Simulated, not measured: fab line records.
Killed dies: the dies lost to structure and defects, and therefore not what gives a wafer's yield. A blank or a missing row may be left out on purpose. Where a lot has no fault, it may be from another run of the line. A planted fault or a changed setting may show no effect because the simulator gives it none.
The tool behind it: which one? ; flow nand-harc ; 42 wafers from 14 lots sampled at 5 of the route's 1159 steps

== WHAT THE GAUGES READ, wafer by wafer ==
NHARC_A_M0_CD_MEAS_16. Usual: cd-nm reads 80.6 nm (standard deviation 1.3).
lot;measured;on;cd-nm (nm);flag
L188;day 17 14:46;cd-sem-02;78.6 80.0 78.5;
L190;day 18 00:26;cd-sem-02;82.4 82.6 83.1;
L191;day 18 11:35;cd-sem-01;82.2 80.2 81.0;
L193;day 19 08:51;cd-sem-01;82.5 82.0 83.5;
L196;day 19 13:13;cd-sem-02;78.0 79.4 78.8;
L195;day 19 14:21;cd-sem-01;77.9 79.6 78.8;
L197;day 19 22:19;cd-sem-03;81.9 82.3 82.9;
L198;day 20 14:32;cd-sem-03;79.4 79.8 80.1;
L199;day 20 20:14;cd-sem-03;80.2 78.1 79.0;
L206;day 22 06:13;cd-sem-01;80.2 80.2 80.7;
L209;day 22 14:46;cd-sem-03;79.7 82.2 82.1;
L207;day 23 00:09;cd-sem-01;80.2 80.5 80.6;
L208;day 23 00:38;cd-sem-03;78.7 78.7 79.8;
L210;day 23 08:22;cd-sem-02;80.5 80.5 82.1;

NHARC_END_SORT_01. Usual: killed-at-array 31, standard deviation 11; killed-at-other 0.5, standard deviation 0.78; killed-at-periphery 3.0, standard deviation 2; killed-dies 34, standard deviation 12; killed-open 3.2, standard deviation 2; killed-short 1.9, standard deviation 1.6.
lot;measured;on;killed-at-array;killed-at-other;killed-at-periphery;killed-dies;killed-open;killed-short;flag
L199;day 22 12:07;prober-01;72 102 61;0 1 1;4 3 4;76 106 66;3 3 3;3 7 0;OFF
L206;day 24 21:11;prober-01;98 64 94;0 0 0;2 1 2;100 65 96;1 4 2;5 1 2;OFF

== TOOL THAT RAN EACH LOT (tool first, then ch and the chambers of the sampled wafers, then the start) ==
lot;NHARC_A_BLC_ETCH_18;NHARC_A_BLC_STRIP_22;NHARC_A_BLC_PVD_32
L188;rie-diel-08 ch 1,2,3, day 17 08:20 or earlier;wet-bench-06 ch 2,4,5, day 17 08:20;pvd-sputter-01, day 17 14:46 or earlier
L190;rie-diel-06 ch 1,2,3, day 17 15:34 or earlier;wet-bench-06 ch 1,4,5, day 17 15:34;pvd-sputter-03, day 18 00:26 or earlier
L191;rie-diel-08 ch 0,2, day 18 08:28 or earlier;wet-bench-01 ch 1,3,7, day 18 08:28;pvd-sputter-03, day 18 11:35 or earlier
L193;rie-diel-06 ch 1,2, day 19 02:39 or earlier;wet-bench-06 ch 0,5,6, day 19 02:39;pvd-sputter-03, day 19 08:51 or earlier
L196;rie-diel-06 ch 0,1,3, day 19 10:16 or earlier;wet-bench-06 ch 1,2,7, day 19 10:16;pvd-sputter-02, day 19 13:13 or earlier
L195;rie-diel-08 ch 1,2,3, day 19 11:17 or earlier;wet-bench-06 ch 3,4,6, day 19 11:17;pvd-sputter-01, day 19 14:21 or earlier
L197;rie-diel-06 ch 0,3, day 19 17:38 or earlier;wet-bench-01 ch 2,3,5, day 19 17:38;pvd-sputter-03, day 19 22:19 or earlier
L198;rie-diel-06 ch 0,1, day 20 05:42 or earlier;wet-bench-01 ch 0,4,7, day 20 05:42;pvd-sputter-01, day 20 14:32 or earlier
L199;rie-diel-08 ch 1,3, day 20 09:19 or earlier;wet-bench-01 ch 4,6,7, day 20 09:19;pvd-sputter-02, day 20 20:14 or earlier
L206;rie-diel-06 ch 0,3, day 22 01:13 or earlier;wet-bench-01 ch 1,3,7, day 22 01:13;pvd-sputter-02, day 22 06:13 or earlier
L209;rie-diel-06 ch 2,3, day 22 10:23 or earlier;wet-bench-06 ch 2,5,6, day 22 10:23;pvd-sputter-03, day 22 14:46 or earlier
L207;rie-diel-02 ch 0,1,3, day 22 13:24 or earlier;wet-bench-02 ch 1,6,7, day 22 13:24;pvd-sputter-02, day 23 00:09 or earlier
L208;rie-diel-08 ch 0,1, day 22 17:26 or earlier;wet-bench-06 ch 0,1,2, day 22 17:26;pvd-sputter-03, day 23 00:38 or earlier
L210;rie-diel-08 ch 0,2,3, day 23 05:19 or earlier;wet-bench-06 ch 0,4,5, day 23 05:19;pvd-sputter-01, day 23 08:22 or earlier
- NHARC_A_BLC_ETCH_18: etches the open film in C4F8/O2/Ar, target depth 910 nm.
- NHARC_A_BLC_STRIP_22: strips in post etch residue remover, time 600 s.
- NHARC_A_BLC_PVD_32: deposits Ti, target thk 5 nm, time 17.7 s.

== AS READ BY THE TOOLS THEMSELVES (means over the sampled wafers that have a number; for cases with no such wafer, the mark the record gives instead) ==
NHARC_A_BLC_ETCH_18. Usual: oes-product-au 0.949 a.u., standard deviation 0.022; rf-vpp-V 978 V, standard deviation 6.9.
lot;tool;oes-product-au (a.u.);rf-vpp-V (V);flag
L188;rie-diel-08;0.919;980;
L190;rie-diel-06;0.930;978;
L191;rie-diel-08;0.973;980;
L193;rie-diel-06;0.977;975;
L196;rie-diel-06;0.961;977;
L195;rie-diel-08;0.916;979;
L197;rie-diel-06;0.957;982;
L198;rie-diel-06;0.964;974;
L199;rie-diel-08;0.962;974;
L206;rie-diel-06;0.944;983;
L209;rie-diel-06;0.924;982;
L207;rie-diel-02;0.943;976;
L208;rie-diel-08;0.954;971;
L210;rie-diel-08;0.963;980;

NHARC_A_BLC_PVD_32. Usual: throttle-valve-pct reads 30.4 % (standard deviation 0.77).
lot;tool;throttle-valve-pct (%);flag
L188;pvd-sputter-01;31.0;
L190;pvd-sputter-03;29.8;
L191;pvd-sputter-03;29.8;
L193;pvd-sputter-03;30.2;
L196;pvd-sputter-02;29.9;
L195;pvd-sputter-01;31.1;
L197;pvd-sputter-03;29.9;
L198;pvd-sputter-01;31.3;
L199;pvd-sputter-02;29.9;
L206;pvd-sputter-02;30.8;
L209;pvd-sputter-03;29.9;
L207;pvd-sputter-02;30.3;
L208;pvd-sputter-03;29.7;
L210;pvd-sputter-01;31.0;

== THE ANSWER, worked out from the rows above alone ==
Rule: lot off if the mean of its wafers having a number is beyond 3 standard deviations from the usual mean. Also off: a lot with no number at a reading for which 4 or more lots have one. Where the step has rows for the other lots, those lots are counted as sound. The gauges are gone through in route order, then the tools' own readings, and for those a lot's mean is taken as printed above. At the first step where some lot is off, the reading lying furthest off is the one used; lots without a number count as furthest.
Off: L199, L206, at NHARC_END_SORT_01 (killed-at-array). Neither off nor sound, because the step has no rows for them: L188, L190, L191, L193, L196, L195, L197, L198, L209, L207, L208, L210.
A tool fits if, at a process step before that reading, it ran every lot that is off, and no sound lot after the first of them. Those tools and the gauges at NHARC_END_SORT_01 are tried in the same way. NHARC_A_BLC_ETCH_18: start missing for some lots; hours and lot order therefore follow NHARC_A_BLC_STRIP_22. NHARC_A_BLC_PVD_32: start missing for some lots; hours and lot order therefore follow NHARC_A_M0_CD_MEAS_16. Can't be told from this: 3 tools fit, wet-bench-01 at NHARC_A_BLC_STRIP_22, pvd-sputter-02 at NHARC_A_BLC_PVD_32, prober-01 at NHARC_END_SORT_01.

== WHAT THE SIMULATOR PUT IN ==
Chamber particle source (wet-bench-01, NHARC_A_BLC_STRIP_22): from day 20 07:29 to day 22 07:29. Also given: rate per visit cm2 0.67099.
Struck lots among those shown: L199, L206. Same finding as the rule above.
